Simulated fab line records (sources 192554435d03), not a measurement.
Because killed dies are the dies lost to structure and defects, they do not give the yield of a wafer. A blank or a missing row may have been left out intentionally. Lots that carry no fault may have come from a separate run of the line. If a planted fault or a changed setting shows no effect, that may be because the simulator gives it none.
fab line records	flow n5-finfet
record: lots: 7	wafers: 21	last-day: 17
route steps=1938 shown MOL_CONTACT_COAG@529 PASSIVATION@1936
lots that met no fault: taken from a fault-free run of the same line
start-h: the number of hours between the record's first day and the start of the first shown wafer of the lot	wait-h: hours from the lot's prior step to this one	" identical to the entry in the row above	L1.1+2: a row that stands for several wafers	- no value, or no start given	* or withheld: withheld	< > ~ a bound
route shown NAME@n: names a module that has steps shown in the file, with the first one's number in the route	usual: average and standard deviation across the fault-free wafers	same: alike in all rows	chamber/n: place in a boat	sites: each site's reading	_std_site: how widely they spread, as a standard deviation	_edge_site: the outer-site mean with the inner-site mean subtracted	radius-mm: for every site, how far away it sits from the centre of the wafer	mask NAME#n: copy n	behind: the tool/chamber that last shaped the wafer	hold: what put the lot on hold/how long, in hours/how the hold closed	device: the transistor (n, p or np) that didn't switch	end of line: at the end of the route, the tests of the same wafers	a step without rows: its recipe alone	killed: dies that structure and defects cost at the first sort, which is not the same as the wafer's yield	map: the dies of a wafer, with x for killed, . for not killed, _ for no die there
set.NAME: the run value of the setting; set.NAME@STEP: its run value at that earlier step	model.NAME: the simulator's own value behind a step, which no gauge read
lots seen at some steps along the route; tables by step, rows by wafer
services: from which hour (start-h, from the record's first day; less than 0 if before it) a tool's chamber was out of use, for how many hours, and why
== steps ==
step: N5_MOL_CONTACT_COAG_DESCUM_13
recipe: chemistry: O2	time-s: 7	source-power-w: 50	bias-power-w: 20	pressure-mtorr: 20	rf-frequency-hz: 2.712e+07	temp-c: 40	resist: CAR-EUV	o2-flow-sccm: 225
step: N5_MOL_CONTACT_COAG_ETCH_59
recipe: chemistry: N2/H2	target: underlayer	target-depth-a: 130	mask-material: CAR-EUV	time-s: 10.4	ion-energy-ev: 200	pressure-mtorr: 30	source-w: 840	bias-w: 150	n2-flow-sccm: 200	h2-flow-sccm: 200	ends: cleared
usual: drypump-motor-current-A: 5.8/0.6	etch-rf-on-time-s: 10.36/0.27	h2-flow-sccm: 199.9/0.6	oes-product-au: 0.68/0.079	rf-fwd-power-W: 819.5/2.6	rf-vpp-V: 522.8/2.2	showerhead-plenum-p-Torr: 2.50/0.081	throttle-valve-pct: 17.8/0.36
lot.wafer	tool	chamber	start-h	wait-h	drypump-motor-current-A	etch-rf-on-time-s	h2-flow-sccm	oes-product-au	rf-fwd-power-W	rf-hours-counter-h	rf-vpp-V	showerhead-plenum-p-Torr	throttle-valve-pct
L794.1	rie-diel-06	1	100.78	0.0	5.9	10.48	201.1	0.60	818.1	232	519.6	2.39	17.6
L794.2	"	0	"	"	4.9	10.14	200.3	0.63	818.4	182	520.3	2.43	18.3
L794.3	"	3	"	"	6.5	10.68	200.1	0.65	815.2	147	527.7	2.67	18.1
L797.2	rie-diel-05	0	113.28	0.0	6.0	10.58	199.6	0.67	823.2	107	521.8	2.47	17.7
L797.3	"	2	"	"	6.6	10.38	199.6	0.62	815.3	179	524.3	2.54	18.0
L797.5	"	3	"	"	4.9	11.06	199.6	0.74	817.4	-	522.0	2.48	17.2
L798.2	rie-diel-02	1	120.48	0.0	5.5	10.31	199.9	0.78	817.0	11	521.2	2.49	17.2
L798.4	"	2	"	"	6.3	10.20	201.5	0.70	817.5	71	522.1	2.48	17.9
L798.5	"	0	"	"	5.0	10.06	199.8	0.78	821.9	-	520.3	2.51	17.8
L799.1	rie-diel-06	0	125.14	0.0	4.9	9.99	199.7	0.63	818.3	192	520.5	2.43	18.3
L799.2	"	2	"	"	6.2	9.97	200.0	0.84	822.4	5	522.9	2.50	17.7
L799.6	"	2	"	"	6.3	10.00	200.1	0.84	822.8	-	523.1	2.50	17.7
L807.2	rie-diel-06	2	173.11	0.0	6.2	10.13	198.8	0.78	820.5	26	524.9	2.49	17.7
L807.5	"	2	"	"	6.3	10.18	199.6	0.78	818.1	-	522.0	2.49	17.7
L807.6	"	3	"	"	6.4	10.69	201.2	0.63	816.9	-	526.1	2.66	18.2
L809.1	rie-diel-02	1	183.45	0.0	5.5	10.38	198.9	0.74	818.3	37	523.7	2.48	17.2
L809.4	"	3	"	"	6.0	10.22	199.2	0.61	821.7	222	522.1	2.52	18.2
L809.6	"	3	"	"	5.9	10.17	200.2	0.60	821.9	-	524.8	2.52	18.2
L813.2	rie-diel-02	1	209.28	0.0	5.5	10.49	199.7	0.72	817.7	46	523.4	2.47	17.2
L813.3	"	0	"	"	5.0	10.24	199.7	0.74	817.9	57	522.7	2.49	17.9
L813.4	"	2	"	"	6.3	10.45	198.4	0.66	823.4	102	522.7	2.46	17.9
step: N5_MOL_CONTACT_COAG_ETCH_105
recipe: chemistry: CF4	target: SiARC	target-depth-a: 156	mask-material: CAR-EUV	time-s: 26	ion-energy-ev: 80	pressure-mtorr: 40	source-w: 545	bias-w: 36	Ar_flow_sccm: 100	cf4-flow-sccm: 100	ends: cleared
step: N5_MOL_CONTACT_COAG_ETCH_106
recipe: chemistry: N2/H2	target: SOC	target-depth-a: 800	overetch-a: 160	mask-material: SiARC	temp-c: 40	time-s: 120	ion-energy-ev: 200	pressure-mtorr: 30	source-w: 840	bias-w: 150	n2-flow-sccm: 200	h2-flow-sccm: 200
usual: drypump-motor-current-A: 5.8/0.6	h2-flow-sccm: 200.0/0.58	oes-product-au: 0.72/0.079	rf-fwd-power-W: 835.0/2.6	rf-vpp-V: 522.7/2.3	showerhead-plenum-p-Torr: 2.50/0.081	throttle-valve-pct: 17.8/0.36
lot.wafer	tool	chamber	start-h	wait-h	drypump-motor-current-A	h2-flow-sccm	oes-product-au	rf-fwd-power-W	rf-hours-counter-h	rf-vpp-V	showerhead-plenum-p-Torr	throttle-valve-pct
L794.1	rie-diel-06	1	100.83	0.0	5.9	200.3	0.62	836.2	232	520.0	2.39	17.6
L794.2	"	0	"	"	4.9	199.7	0.64	834.3	182	522.6	2.43	18.3
L794.3	"	3	"	"	6.5	199.8	0.68	834.5	147	525.8	2.67	18.1
L797.2	rie-diel-05	0	113.33	0.0	6.0	200.8	0.71	833.9	108	522.0	2.47	17.7
L797.3	"	2	"	"	6.6	200.6	0.65	834.3	179	523.5	2.54	18.0
L797.5	"	3	"	"	4.9	200.4	0.79	837.8	-	521.5	2.48	17.2
L798.2	rie-diel-02	1	120.53	0.0	5.5	199.4	0.82	838.2	11	521.6	2.49	17.2
L798.4	"	2	"	"	6.3	199.2	0.73	837.2	71	522.9	2.48	17.8
L798.5	"	0	"	"	5.1	200.7	0.80	829.9	-	521.7	2.51	17.8
L799.1	rie-diel-06	0	125.19	0.0	4.9	200.3	0.64	830.8	192	520.9	2.43	18.3
L799.2	"	2	"	"	6.2	199.5	0.86	835.4	5	523.0	2.50	17.6
L799.6	"	2	"	"	6.2	199.7	0.86	830.8	-	522.1	2.50	17.7
L807.2	rie-diel-06	2	173.16	0.0	6.2	200.7	0.82	831.6	26	521.5	2.49	17.7
L807.5	"	2	"	"	6.2	200.6	0.81	833.0	-	522.4	2.49	17.7
L807.6	"	3	"	"	6.5	199.6	0.66	831.8	-	526.3	2.66	18.1
L809.1	rie-diel-02	1	183.50	0.0	5.5	200.2	0.78	836.1	37	520.4	2.48	17.2
L809.4	"	3	"	"	5.9	199.2	0.62	834.7	222	523.2	2.52	18.2
L809.6	"	3	"	"	6.0	199.4	0.63	833.5	-	523.3	2.52	18.2
L813.2	rie-diel-02	1	209.33	0.0	5.5	198.4	0.75	837.4	46	520.9	2.47	17.3
L813.3	"	0	"	"	5.1	200.5	0.76	836.2	57	522.1	2.50	17.8
L813.4	"	2	"	"	6.2	199.9	0.69	833.5	102	521.9	2.46	17.9
step: N5_MOL_CONTACT_COAG_STRIP_107
recipe: chemistry: N2/H2	temp-c: 40	n2-flow-sccm: 200	h2-flow-sccm: 200	rf-frequency-hz: 6e+07
step: N5_MOL_CONTACT_COAG_STRIP_108
recipe: chemistry: N2/H2	temp-c: 40	n2-flow-sccm: 200	h2-flow-sccm: 200	rf-frequency-hz: 6e+07
step: N5_MOL_CONTACT_COAG_CONTACT_ETCH_14
recipe: chemistry: C4F6/O2	target: SiO2	target-depth-a: 275	overetch-a: 85	mask-material: SOC	pressure-mtorr: 30	source-w: 370	bias-w: 185	Ar_flow_sccm: 300	C4F6_flow_sccm: 16	O2_flow_sccm: 10	time-s: 20	ion-energy-ev: 259.6
usual: drypump-motor-current-A: 5.8/0.6	oes-product-au: 0.68/0.075	rf-fwd-power-W: 363.0/2.1	rf-vpp-V: 691.0/2.9	showerhead-plenum-p-Torr: 2.84/0.083	throttle-valve-pct: 21.25/0.27
lot.wafer	tool	chamber	start-h	wait-h	drypump-motor-current-A	oes-product-au	rf-fwd-power-W	rf-hours-counter-h	rf-vpp-V	showerhead-plenum-p-Torr	throttle-valve-pct
L794.1	rie-diel-06	1	100.93	0.0	5.9	0.59	359.7	232	687.9	2.74	21.18
L794.2	"	0	"	"	4.9	0.62	362.9	182	688.5	2.75	21.67
L794.3	"	3	"	"	6.5	0.64	362.0	147	695.3	3.00	21.39
L797.2	rie-diel-05	0	113.43	0.0	6.0	0.67	361.3	108	689.8	2.78	21.03
L797.3	"	2	"	"	6.6	0.62	362.2	179	693.3	2.86	21.28
L797.5	"	3	"	"	4.9	0.76	366.4	-	690.1	2.84	20.80
L798.2	rie-diel-02	1	120.63	0.0	5.5	0.79	362.4	12	690.6	2.83	20.74
L798.4	"	2	"	"	6.2	0.69	364.2	71	689.4	2.82	21.34
L798.5	"	0	"	"	5.1	0.76	365.0	-	691.2	2.82	21.08
L799.1	rie-diel-06	0	125.29	0.0	4.9	0.61	363.2	192	688.3	2.75	21.68
L799.2	"	2	"	"	6.2	0.82	358.8	5	691.9	2.84	21.21
L799.6	"	2	"	"	6.2	0.83	361.4	-	691.3	2.84	21.20
L807.2	rie-diel-06	2	173.26	0.0	6.2	0.78	358.4	26	691.5	2.83	21.23
L807.5	"	2	"	"	6.2	0.77	359.2	-	690.8	2.83	21.24
L807.6	"	3	"	"	6.5	0.62	362.0	-	695.8	2.98	21.45
L809.1	rie-diel-02	1	183.60	0.0	5.5	0.74	362.8	37	690.6	2.82	20.78
L809.4	"	3	"	"	6.0	0.60	366.6	222	691.2	2.85	21.51
L809.6	"	3	"	"	6.0	0.60	366.0	-	692.6	2.85	21.51
L813.2	rie-diel-02	1	209.43	0.0	5.5	0.73	364.3	46	691.0	2.82	20.79
L813.3	"	0	"	"	5.1	0.74	364.2	57	688.2	2.81	21.13
L813.4	"	2	"	"	6.2	0.66	365.8	102	690.6	2.81	21.38
step: N5_MOL_CONTACT_COAG_STRIP_109
recipe: chemistry: C4F6/O2	resist: SiARC	rf-frequency-hz: 6e+07
step: N5_MOL_CONTACT_COAG_ETCH_15
recipe: chemistry: CH3F/O2	target: SiNx	target-depth-a: 70	mask-material: SOC	stop-on: Si:P	over-etch-frac: 0.75	ion-energy-ev: 120	pressure-mtorr: 30	source-w: 395	bias-w: 73	Ar_flow_sccm: 150	CH3F_flow_sccm: 30	O2_flow_sccm: 20
usual: drypump-motor-current-A: 5.8/0.61	oes-product-au: 0.59/0.065	rf-fwd-power-W: 391.8/1.5	rf-vpp-V: 294/4.8	showerhead-plenum-p-Torr: 1.97/0.061	throttle-valve-pct: 16.31/0.28
same: over-etch-frac: 0.75
lot.wafer	tool	chamber	start-h	wait-h	drypump-motor-current-A	oes-product-au	rf-fwd-power-W	rf-hours-counter-h	rf-vpp-V	showerhead-plenum-p-Torr	throttle-valve-pct
L794.1	rie-diel-06	1	100.97	0.0	5.9	0.51	390.2	232	293	1.89	16.33
L794.2	"	0	"	"	4.9	0.53	390.5	182	291	1.91	16.71
L794.3	"	3	"	"	6.4	0.56	394.4	147	293	2.09	16.49
L797.2	rie-diel-05	0	113.47	0.0	5.9	0.57	394.4	108	288	1.93	16.13
L797.3	"	2	"	"	6.6	0.54	391.3	179	303	1.98	16.38
L797.5	"	3	"	"	4.9	0.65	392.1	-	296	1.97	15.84
L798.2	rie-diel-02	1	120.66	0.0	5.5	0.67	392.7	12	292	1.96	15.77
L798.4	"	2	"	"	6.2	0.59	389.8	71	287	1.96	16.33
L798.5	"	0	"	"	5.0	0.65	393.3	-	298	1.96	16.08
L799.1	rie-diel-06	0	125.32	0.0	4.9	0.53	394.6	192	290	1.90	16.73
L799.2	"	2	"	"	6.2	0.70	390.2	5	288	1.97	16.19
L799.6	"	2	"	"	6.2	0.71	391.2	-	291	1.97	16.19
L807.2	rie-diel-06	2	173.30	0.0	6.2	0.67	391.1	26	289	1.96	16.23
L807.5	"	2	"	"	6.2	0.66	389.5	-	288	1.96	16.21
L807.6	"	3	"	"	6.4	0.54	392.6	-	294	2.08	16.51
L809.1	rie-diel-02	1	183.64	0.0	5.5	0.63	391.2	37	292	1.95	15.83
L809.4	"	3	"	"	5.9	0.51	392.6	223	302	1.98	16.58
L809.6	"	3	"	"	5.9	0.52	393.1	-	301	1.98	16.60
L813.2	rie-diel-02	1	209.47	0.0	5.5	0.63	391.1	46	293	1.95	15.84
L813.3	"	0	"	"	5.0	0.63	391.0	57	298	1.95	16.14
L813.4	"	2	"	"	6.2	0.57	393.0	102	287	1.95	16.40
step: N5_MOL_CONTACT_COAG_ETCH_110
recipe: chemistry: CF4/O2	target: Si	target-depth-a: 25	time-s: 8	pressure-mtorr: 100	source-w: 200	bias-w: 12	ion-energy-ev: 60	Ar_flow_sccm: 100	cf4-flow-sccm: 100	O2_flow_sccm: 10
usual: drypump-motor-current-A: 5.8/0.61	oes-product-au: 0.80/0.093	rf-fwd-power-W: 198.0/0.83	rf-vpp-V: 125.9/2.3	showerhead-plenum-p-Torr: 2.19/0.063	throttle-valve-pct: 10.7/0.33
lot.wafer	tool	chamber	start-h	wait-h	drypump-motor-current-A	oes-product-au	rf-fwd-power-W	rf-hours-counter-h	rf-vpp-V	showerhead-plenum-p-Torr	throttle-valve-pct
L794.1	rie-diel-06	1	101.03	0.0	5.9	0.70	198.3	232	124.2	2.11	10.9
L794.2	"	0	"	"	4.9	0.75	198.3	182	123.8	2.12	11.1
L794.3	"	3	"	"	6.4	0.76	196.9	147	124.0	2.31	10.8
L797.2	rie-diel-05	0	113.53	0.0	6.0	0.78	199.6	108	124.0	2.14	10.6
L797.3	"	2	"	"	6.6	0.72	198.2	179	129.4	2.21	10.9
L797.5	"	3	"	"	4.9	0.85	198.2	-	127.7	2.18	10.1
L798.2	rie-diel-02	1	120.72	0.0	5.5	0.93	198.3	12	124.8	2.19	10.2
L798.4	"	2	"	"	6.2	0.83	198.7	71	123.0	2.17	10.7
L798.5	"	0	"	"	5.0	0.91	198.5	-	126.8	2.18	10.4
L799.1	rie-diel-06	0	125.38	0.0	4.9	0.73	199.3	192	124.7	2.12	11.1
L799.2	"	2	"	"	6.2	0.98	196.8	5	124.0	2.20	10.5
L799.6	"	2	"	"	6.2	0.98	196.9	-	124.0	2.20	10.5
L807.2	rie-diel-06	2	173.36	0.0	6.2	0.92	196.4	26	124.7	2.19	10.6
L807.5	"	2	"	"	6.2	0.93	197.1	-	123.3	2.19	10.6
L807.6	"	3	"	"	6.5	0.73	198.1	-	125.8	2.30	10.9
L809.1	rie-diel-02	1	183.70	0.0	5.5	0.87	197.9	37	124.5	2.18	10.2
L809.4	"	3	"	"	5.9	0.71	198.4	223	129.5	2.21	11.1
L809.6	"	3	"	"	6.0	0.71	200.0	-	129.9	2.21	11.1
L813.2	rie-diel-02	1	209.53	0.0	5.5	0.85	197.1	46	126.0	2.18	10.2
L813.3	"	0	"	"	5.0	0.87	198.5	57	125.7	2.17	10.5
L813.4	"	2	"	"	6.2	0.78	198.2	102	122.7	2.16	10.8
step: N5_MOL_CONTACT_COAG_STRIP_98
recipe: chemistry: N2/H2	power-w: 500	temp-c: 40	pressure-mtorr: 50	rf-frequency-hz: 6e+07	overash-fraction: 0.3	bias-power-w: 8	h2-frac: 0.5	n2-flow-sccm: 300	h2-flow-sccm: 300
step: N5_MOL_CONTACT_COAG_CD_MEAS_99
recipe: target-cd-nm: 17.2	polarity: opening
usual: cd-nm: 17.1/0.43
lot.wafer	tool	chamber	start-h	wait-h	cd-nm
L794.1	cd-sem-01	-	101.14	-	16.6
L794.2	"	-	"	"	16.7
L794.3	"	-	"	"	16.3
L797.2	cd-sem-02	-	113.65	-	17.5
L797.3	"	-	"	"	17.0
L797.5	"	-	"	"	17.0
L798.2	cd-sem-03	-	120.84	-	16.6
L798.4	"	-	"	"	16.6
L798.5	"	-	"	"	16.9
L799.1	cd-sem-01	-	125.50	-	17.4
L799.2	"	-	"	"	17.8
L799.6	"	-	"	"	17.3
L807.2	cd-sem-02	-	173.48	-	17.1
L807.5	"	-	"	"	16.7
L807.6	"	-	"	"	16.4
L809.1	cd-sem-03	-	183.82	-	16.8
L809.4	"	-	"	"	17.5
L809.6	"	-	"	"	16.8
L813.2	cd-sem-01	-	209.65	-	16.5
L813.3	"	-	"	"	17.2
L813.4	"	-	"	"	17.0
step: N5_MOL_CONTACT_COAG_IMPLANT_129
recipe: species: Ge	energy-kev: 3	dose-cm2: 6e+14	tilt-deg: 0	rotation-deg: 0
usual: beam-energy-keV: 2.9999/0.001	beam-on-s: 35.1/1.5	dose-ions-cm2: 5.999e+14/6.7e+11
lot.wafer	tool	chamber	start-h	wait-h	beam-energy-keV	beam-on-s	dose-ions-cm2
L794.1	implanter-02	0	101.18	0.0	3.0012	34.4	5.997e+14
L794.2	"	0	"	"	2.9985	33.3	5.999e+14
L794.3	"	0	"	"	3.0010	32.7	5.986e+14
L797.2	implanter-02	-	113.71	0.1	-	-	-
L797.3	"	-	"	"	-	-	-
L797.5	"	-	"	"	-	-	-
L798.2	implanter-01	-	120.90	0.1	-	-	-
L798.4	"	-	"	"	-	-	-
L798.5	"	-	"	"	-	-	-
L799.1	implanter-02	-	125.54	0.0	-	-	-
L799.2	"	-	"	"	-	-	-
L799.6	"	-	"	"	-	-	-
L807.2	implanter-01	0	173.54	0.1	2.9999	35.6	5.998e+14
L807.5	"	0	"	"	3.0008	36.3	6.007e+14
L807.6	"	0	"	"	3.0003	37.4	6.005e+14
L809.1	implanter-01	0	183.85	0.0	2.9984	36.2	6.006e+14
L809.4	"	0	"	"	2.9993	37.3	6.006e+14
L809.6	"	0	"	"	2.9987	36.5	6.009e+14
L813.2	implanter-01	0	209.71	0.1	3.0003	36.4	6.004e+14
L813.3	"	0	"	"	2.9986	36.5	6.008e+14
L813.4	"	0	"	"	3.0005	36.4	6.006e+14
step: N5_MOL_CONTACT_COAG_PRECLEAN_111
recipe: chemistry: NF3:NH3	afs-cycles: 1	temp-c: 30	time-s: 20	sublimation-temp-c: 180	sublimation-time-s: 60	pressure-torr: 3	rf-power-w: 30
step: N5_PASSIVATION_PROBE_49
usual: killed_at_M0_to_M3: 36/10	killed_at_M4_up: 13/5.5	killed-at-contacts: 12/5.6	killed-at-front-end: 42/12	killed-at-other: 4/3.2	killed-dies: 108/18	killed-open: 71/13	killed-short: 34/7.8
same: gross-dies: 1180	killed-at-back-side: 0
lot.wafer	tool	chamber	start-h	wait-h	killed_at_M0_to_M3	killed_at_M4_up	killed-at-contacts	killed-at-front-end	killed-at-other	killed-dies	killed-open	killed-short
L797.2	prober-02	-	289.21	0.1	27	10	11	59	1	108	73	34
L797.3	prober-02	-	289.26	0.1	37	14	6	49	3	109	78	31
L797.5	prober-02	-	289.36	0.2	30	12	7	40	1	90	53	36
L809.1	prober-01	-	373.41	0.0	49	18	14	30	1	112	74	37
L809.4	prober-01	-	373.56	0.2	37	17	6	24	5	89	55	32
L809.6	prober-01	-	373.66	0.3	32	12	5	48	2	99	63	33
L807.2	prober-01	-	376.71	0.1	27	16	11	53	4	111	75	36
L807.5	prober-01	-	376.86	0.2	42	6	19	47	4	118	81	34
L807.6	prober-01	-	376.91	0.3	37	7	3	57	0	104	68	30
killed by level:class
L797.2 FIN_SAQP:geometric-particle:open=16 FIN_SAQP:geometric-particle:short=13 STI_FIN_REVEAL:geometric-particle:open=11 BEOL_M0_SAQP:geometric-particle:open=10 MOL_CONTACT_COAG:geometric-particle:open=8 BEOL_M0_SAQP:geometric-particle:short=6 GATE_CUT:geometric-particle:open=4 BEOL_M1:geometric-particle:open=4
L797.3 STI_FIN_REVEAL:geometric-particle:open=15 BEOL_M0_SAQP:geometric-particle:short=8 BEOL_M1:geometric-particle:open=8 FIN_SAQP:geometric-particle:open=7 DUMMY_GATE:geometric-particle:open=7 BEOL_M3:geometric-particle:open=7 FIN_SAQP:geometric-particle:short=6 BEOL_M4:geometric-particle:open=6
L797.5 STI_FIN_REVEAL:geometric-particle:open=8 BEOL_M0_SAQP:geometric-particle:short=8 FIN_SAQP:geometric-particle:short=5 DUMMY_GATE:geometric-particle:open=5 BEOL_M0_SAQP:geometric-particle:open=5 BEOL_M2:geometric-particle:open=5 BEOL_M3:geometric-particle:open=5 FIN_SAQP:geometric-particle:open=4
L809.1 BEOL_M0_SAQP:geometric-particle:open=16 BEOL_M0_SAQP:geometric-particle:short=10 MOL_CONTACT_COAG:geometric-particle:open=10 BEOL_M2:geometric-particle:open=9 STI_FIN_REVEAL:geometric-particle:open=8 BEOL_M4:geometric-particle:open=7 STARTING-WAFER:geometric-particle:short=6 BEOL_M2:geometric-particle:short=5
L809.4 BEOL_M0_SAQP:geometric-particle:short=9 BEOL_M0_SAQP:geometric-particle:open=9 BEOL_M3:geometric-particle:open=9 BEOL_M2:geometric-particle:open=6 FIN_SAQP:geometric-particle:short=5 STI_FIN_REVEAL:geometric-particle:open=5 MOL_CONTACT_COAG:geometric-particle:open=5 FIN_SAQP:geometric-particle:open=4
L809.6 FIN_SAQP:geometric-particle:open=12 FIN_SAQP:geometric-particle:short=8 BEOL_M0:geometric-particle:open=8 BEOL_M0_SAQP:geometric-particle:short=7 BEOL_M0_SAQP:geometric-particle:open=6 MOL_CONTACT_COAG:geometric-particle:open=5 STARTING-WAFER:geometric-particle:open=5 DUMMY_GATE:geometric-particle:open=4
L807.2 STI_FIN_REVEAL:geometric-particle:open=21 BEOL_M0_SAQP:geometric-particle:short=12 FIN_SAQP:geometric-particle:open=11 BEOL_M4:geometric-particle:open=9 MOL_CONTACT_COAG:geometric-particle:open=6 BEOL_M0_SAQP:geometric-particle:open=6 MOL_CONTACT_COAG:geometric-particle:short=5 BEOL_M1:geometric-particle:open=5
L807.5 MOL_CONTACT_COAG:geometric-particle:open=16 BEOL_M0_SAQP:geometric-particle:short=14 FIN_SAQP:geometric-particle:open=13 BEOL_M0_SAQP:geometric-particle:open=8 FIN_SAQP:geometric-particle:short=7 BEOL_M1:geometric-particle:open=7 STI_FIN_REVEAL:geometric-particle:open=7 BEOL_M2:geometric-particle:open=7
L807.6 FIN_SAQP:geometric-particle:open=13 STI_FIN_REVEAL:geometric-particle:open=11 FIN_SAQP:geometric-particle:short=10 BEOL_M1:geometric-particle:open=9 BEOL_M0_SAQP:geometric-particle:open=7 BEOL_M1:geometric-particle:short=6 BEOL_M3:geometric-particle:open=5 BEOL_M2:geometric-particle:open=5
== services ==
tool	chamber	start-h	hours	kind
implanter-01	-	82.38	3.3	repair
rie-diel-06	2	89.66	4.8	repair
rie-diel-02	0	126.72	16.1	repair
implanter-02	-	147.24	5.4	repair
rie-diel-06	1	151.02	-	clean
rie-diel-06	1	151.02	-	consumable-replace:focus-ring
rie-diel-06	1	151.02	-	consumable-replace:showerhead
rie-diel-06	1	151.02	25.5	scheduled-down
rie-diel-06	1	151.02	25.5	vent-cycle
implanter-02	-	157.12	4.4	pm
rie-diel-05	1	162.15	36.3	repair
rie-diel-06	2	197.89	1.5	repair
rie-diel-02	1	198.27	1.6	repair
== key ==
first-sign: step: N5_MOL_CONTACT_COAG_IMPLANT_129	reading: tool-record	direction: missing
effect none on later readings
met-at N5_MOL_CONTACT_COAG_IMPLANT_129
struck-wafers L797.2,L797.3,L797.5,L798.2,L798.4,L798.5,L799.1,L799.2,L799.6
tester-left-out L797,L798,L799
onset-between 101.18 113.71
fault: kind: skipped-step-whole	tool: implanter-01,implanter-02	chamber: -	onset-h: 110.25	steps: N5_MOL_CONTACT_COAG_IMPLANT_129	scope: struck-lots-only
tester-left-out: of these lots the tester's yield and bins aren't shown, on N5 and GAA mostly nor the transistor test; their killed dies are dies lost to structure and defects alone, not to doping, threshold or leakage, so they don't give the yield
